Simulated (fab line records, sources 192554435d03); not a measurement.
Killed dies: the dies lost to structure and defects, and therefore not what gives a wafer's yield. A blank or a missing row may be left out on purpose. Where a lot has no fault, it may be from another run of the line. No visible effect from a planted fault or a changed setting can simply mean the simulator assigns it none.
Which tool is to blame? || flow n5Finfet || 30 wafers from 10 lots sampled at 4 of the route's 1938 steps

WHAT EACH GAUGE READ, for each wafer
N5_PASSIVATION_CD_MEAS_10 targets a cd of 3000 nm.
{"lot": "L492", "measured": "day 12 13:50", "on": "cdSem-02", "cdNm (nm)": "2997.5 2997.8 2999.3"}
{"lot": "L494", "measured": "day 13 02:16", "on": "cdSem-01", "cdNm (nm)": "2999.2 3003.2 3004.0"}
{"lot": "L495", "measured": "day 13 06:15", "on": "cdSem-01", "cdNm (nm)": "3001.4 2998.9 3000.7"}
{"lot": "L496", "measured": "day 13 13:46", "on": "cdSem-02", "cdNm (nm)": "2999.3 2997.9 2996.1"}
{"lot": "L507", "measured": "day 16 10:31", "on": "cdSem-02", "cdNm (nm)": "3001.1 2998.5 2999.4"}
{"lot": "L505", "measured": "day 16 10:41", "on": "cdSem-01", "cdNm (nm)": "3003.5 2998.1 3002.0"}
{"lot": "L509", "measured": "day 16 15:22", "on": "cdSem-01", "cdNm (nm)": "2999.2 3003.4 3003.7"}
{"lot": "L512", "measured": "day 17 06:45", "on": "cdSem-03", "cdNm (nm)": "2998.9 2998.8 3000.4"}
{"lot": "L513", "measured": "day 17 21:22", "on": "cdSem-01", "cdNm (nm)": "3000.5 2998.3 2997.8"}
{"lot": "L515", "measured": "day 18 15:15", "on": "cdSem-01", "cdNm (nm)": "3000.6 2998.4 2996.1"}

N5_PASSIVATION_CD_MEAS_30 targets a cd of 4000 nm.
{"lot": "L492", "measured": "day 12 15:29", "on": "cdSem-03", "cdNm (nm)": "3999.7 3999.9 4000.2"}
{"lot": "L494", "measured": "day 13 03:54", "on": "cdSem-03", "cdNm (nm)": "3997.8 4001.0 4000.7"}
{"lot": "L495", "measured": "day 13 09:41", "on": "cdSem-02", "cdNm (nm)": "3997.9 4004.8 4000.1"}
{"lot": "L496", "measured": "day 13 15:56", "on": "cdSem-02", "cdNm (nm)": "4000.4 3998.4 3996.4"}
{"lot": "L507", "measured": "day 16 12:31", "on": "cdSem-02", "cdNm (nm)": "3990.3 3991.5 3990.0"}
{"lot": "L505", "measured": "day 16 12:32", "on": "cdSem-03", "cdNm (nm)": "3987.4 3988.8 3986.9"}
{"lot": "L509", "measured": "day 16 17:07", "on": "cdSem-02", "cdNm (nm)": "3999.5 4000.7 3997.6"}
{"lot": "L512", "measured": "day 17 08:38", "on": "cdSem-02", "cdNm (nm)": "4002.5 4001.4 4003.4"}
{"lot": "L513", "measured": "day 17 23:13", "on": "cdSem-03", "cdNm (nm)": "3993.9 3998.9 3997.7"}
{"lot": "L515", "measured": "day 18 17:15", "on": "cdSem-01", "cdNm (nm)": "3998.7 3996.3 4000.0"}

WHICH TOOL RAN EACH LOT (tool, then ch and the chambers of the sampled wafers, then the start)
{"lot": "L492", "N5_PASSIVATION_STRIP_14": "rieDiel-01 ch 0,2, day 12 14:18", "N5_PASSIVATION_EXPOSE_27": "krfScanner-01 ch 0, day 12 15:19"}
{"lot": "L494", "N5_PASSIVATION_STRIP_14": "rieDiel-04 ch 0,2, day 13 02:42", "N5_PASSIVATION_EXPOSE_27": "krfScanner-01 ch 0, day 13 03:44"}
{"lot": "L495", "N5_PASSIVATION_STRIP_14": "rieDiel-04 ch 0,2,3, day 13 06:58", "N5_PASSIVATION_EXPOSE_27": "krfScanner-01 ch 0, day 13 09:31"}
{"lot": "L496", "N5_PASSIVATION_STRIP_14": "rieDiel-06 ch 2,3, day 13 14:12", "N5_PASSIVATION_EXPOSE_27": "krfScanner-02 ch 0, day 13 15:46"}
{"lot": "L507", "N5_PASSIVATION_STRIP_14": "rieDiel-06 ch 1,2,3, day 16 11:23", "N5_PASSIVATION_EXPOSE_27": "krfScanner-01 ch 0, day 16 12:20"}
{"lot": "L505", "N5_PASSIVATION_STRIP_14": "rieDiel-04 ch 0,2, day 16 11:26", "N5_PASSIVATION_EXPOSE_27": "krfScanner-01 ch 0, day 16 12:22"}
{"lot": "L509", "N5_PASSIVATION_STRIP_14": "rieDiel-06 ch 2,3, day 16 15:49", "N5_PASSIVATION_EXPOSE_27": "krfScanner-02 ch 0, day 16 16:57"}
{"lot": "L512", "N5_PASSIVATION_STRIP_14": "rieDiel-01 ch 0,1,2, day 17 07:20", "N5_PASSIVATION_EXPOSE_27": "krfScanner-02 ch 0, day 17 08:27"}
{"lot": "L513", "N5_PASSIVATION_STRIP_14": "rieDiel-06 ch 0,1,3, day 17 21:48", "N5_PASSIVATION_EXPOSE_27": "krfScanner-02 ch 0, day 17 23:02"}
{"lot": "L515", "N5_PASSIVATION_STRIP_14": "rieDiel-04 ch 1,3, day 18 15:41", "N5_PASSIVATION_EXPOSE_27": "krfScanner-02 ch 0, day 18 17:04"}
- N5_PASSIVATION_STRIP_14: strips in O2.
- N5_PASSIVATION_EXPOSE_27: exposes mask PAD, defocus 0 nm.

AS READ BY THE TOOLS THEMSELVES (means over the sampled wafers that have a number; for cases with no such wafer, the mark the record gives instead)
N5_PASSIVATION_STRIP_14.
{"lot": "L492", "tool": "rieDiel-01", "drypumpMotorCurrentA (A)": 5.8, "oesProductAu (a.u.)": 0.71, "rfVppV (V)": 3.1, "showerheadPlenumPTorr (Torr)": 2.04, "throttleValvePct (%)": 16.92}
{"lot": "L494", "tool": "rieDiel-04", "drypumpMotorCurrentA (A)": 5.5, "oesProductAu (a.u.)": 0.76, "rfVppV (V)": 3.0, "showerheadPlenumPTorr (Torr)": 2.16, "throttleValvePct (%)": 16.78}
{"lot": "L495", "tool": "rieDiel-04", "drypumpMotorCurrentA (A)": 5.7, "oesProductAu (a.u.)": 0.81, "rfVppV (V)": 3.7, "showerheadPlenumPTorr (Torr)": 2.14, "throttleValvePct (%)": 16.56}
{"lot": "L496", "tool": "rieDiel-06", "drypumpMotorCurrentA (A)": 5.3, "oesProductAu (a.u.)": 0.87, "rfVppV (V)": 3.7, "showerheadPlenumPTorr (Torr)": 2.16, "throttleValvePct (%)": 16.50}
{"lot": "L507", "tool": "rieDiel-06", "drypumpMotorCurrentA (A)": 5.5, "oesProductAu (a.u.)": 0.81, "rfVppV (V)": 3.7, "showerheadPlenumPTorr (Torr)": 2.05, "throttleValvePct (%)": 16.52}
{"lot": "L505", "tool": "rieDiel-04", "drypumpMotorCurrentA (A)": 5.5, "oesProductAu (a.u.)": 0.73, "rfVppV (V)": 3.4, "showerheadPlenumPTorr (Torr)": 2.15, "throttleValvePct (%)": 16.88}
{"lot": "L509", "tool": "rieDiel-06", "drypumpMotorCurrentA (A)": 5.3, "oesProductAu (a.u.)": 0.84, "rfVppV (V)": 4.1, "showerheadPlenumPTorr (Torr)": 2.16, "throttleValvePct (%)": 16.54}
{"lot": "L512", "tool": "rieDiel-01", "drypumpMotorCurrentA (A)": 5.9, "oesProductAu (a.u.)": 0.79, "rfVppV (V)": 3.0, "showerheadPlenumPTorr (Torr)": 2.15, "throttleValvePct (%)": 16.81}
{"lot": "L513", "tool": "rieDiel-06", "drypumpMotorCurrentA (A)": 5.8, "oesProductAu (a.u.)": 0.84, "rfVppV (V)": 4.1, "showerheadPlenumPTorr (Torr)": 2.04, "throttleValvePct (%)": 16.58}
{"lot": "L515", "tool": "rieDiel-04", "drypumpMotorCurrentA (A)": 5.8, "oesProductAu (a.u.)": 0.86, "rfVppV (V)": 3.3, "showerheadPlenumPTorr (Torr)": 2.12, "throttleValvePct (%)": 16.45}

N5_PASSIVATION_EXPOSE_27.
{"lot": "L492", "tool": "krfScanner-01", "exposureDoseMJCm2": 32.36, "focusOffsetNm (nm)": -0.3}
{"lot": "L494", "tool": "krfScanner-01", "exposureDoseMJCm2": 32.32, "focusOffsetNm (nm)": 0.5}
{"lot": "L495", "tool": "krfScanner-01", "exposureDoseMJCm2": 32.34, "focusOffsetNm (nm)": -0.7}
{"lot": "L496", "tool": "krfScanner-02", "exposureDoseMJCm2": 32.33, "focusOffsetNm (nm)": 0.3}
{"lot": "L507", "tool": "krfScanner-01", "exposureDoseMJCm2": 30.46, "focusOffsetNm (nm)": 0.3}
{"lot": "L505", "tool": "krfScanner-01", "exposureDoseMJCm2": 30.47, "focusOffsetNm (nm)": -0.2}
{"lot": "L509", "tool": "krfScanner-02", "exposureDoseMJCm2": 32.28, "focusOffsetNm (nm)": 0.1}
{"lot": "L512", "tool": "krfScanner-02", "exposureDoseMJCm2": 32.35, "focusOffsetNm (nm)": 0.5}
{"lot": "L513", "tool": "krfScanner-02", "exposureDoseMJCm2": 32.32, "focusOffsetNm (nm)": -0.3}
{"lot": "L515", "tool": "krfScanner-02", "exposureDoseMJCm2": 32.28, "focusOffsetNm (nm)": -0.1}

THE ANSWER, worked out from the rows above alone
Rule: what is usual is taken from the lots themselves. The widest of any qualifying gaps counts: lots, ordered by their means at a reading, are off when they make up no more than a third of the lots, leave a main group of 4 or more, and stand apart from it by 3 or more times the standard deviation of that group's means. The tables above print the reading to a certain number of digits; a main group whose means all agree to those digits is not used. A lot without any number at a reading at which 4 lots or more have one is off too. All remaining lots with rows at the step are treated as sound. The gauges are gone through in route order, then the tools' own readings, and for those a lot's mean is taken as printed above. At the first step where some lot is off, the reading lying furthest off is the one used; lots without a number count as furthest.
Off at N5_PASSIVATION_CD_MEAS_30 (cdNm): L507, L505. The main group has a mean of 3999.5 nm with a standard deviation of 1.6.
If a tool, at a process step before that reading, ran all the lots that are off and no sound lot after the first of them, it fits. Not tried: the gauges at N5_PASSIVATION_CD_MEAS_30; whatever is off there is also off at N5_PASSIVATION_EXPOSE_27, on other tools, and gauge error can't account for it. One candidate fits, namely krfScanner-01 at N5_PASSIVATION_EXPOSE_27. Its last sound lot is L495 (day 13 09:31), its first lot that is off L507 (day 16 12:20): a fault that began between those two fits.
The tool's own readings at N5_PASSIVATION_EXPOSE_27 bear it out: on the lots that are off they differ by more than 5 times the standard deviation of the sound lots' means. exposureDoseMJCm2 reads 30.46 there against 32.32 on the sound lots.

WHAT WAS PUT IN BY THE SIMULATOR
Process parameters drifting: krfScanner-01 at N5_PASSIVATION_EXPOSE_27, beginning at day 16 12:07. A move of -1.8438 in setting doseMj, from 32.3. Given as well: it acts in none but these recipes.
Struck lots among those shown: L507, L505. Same finding as the rule above.
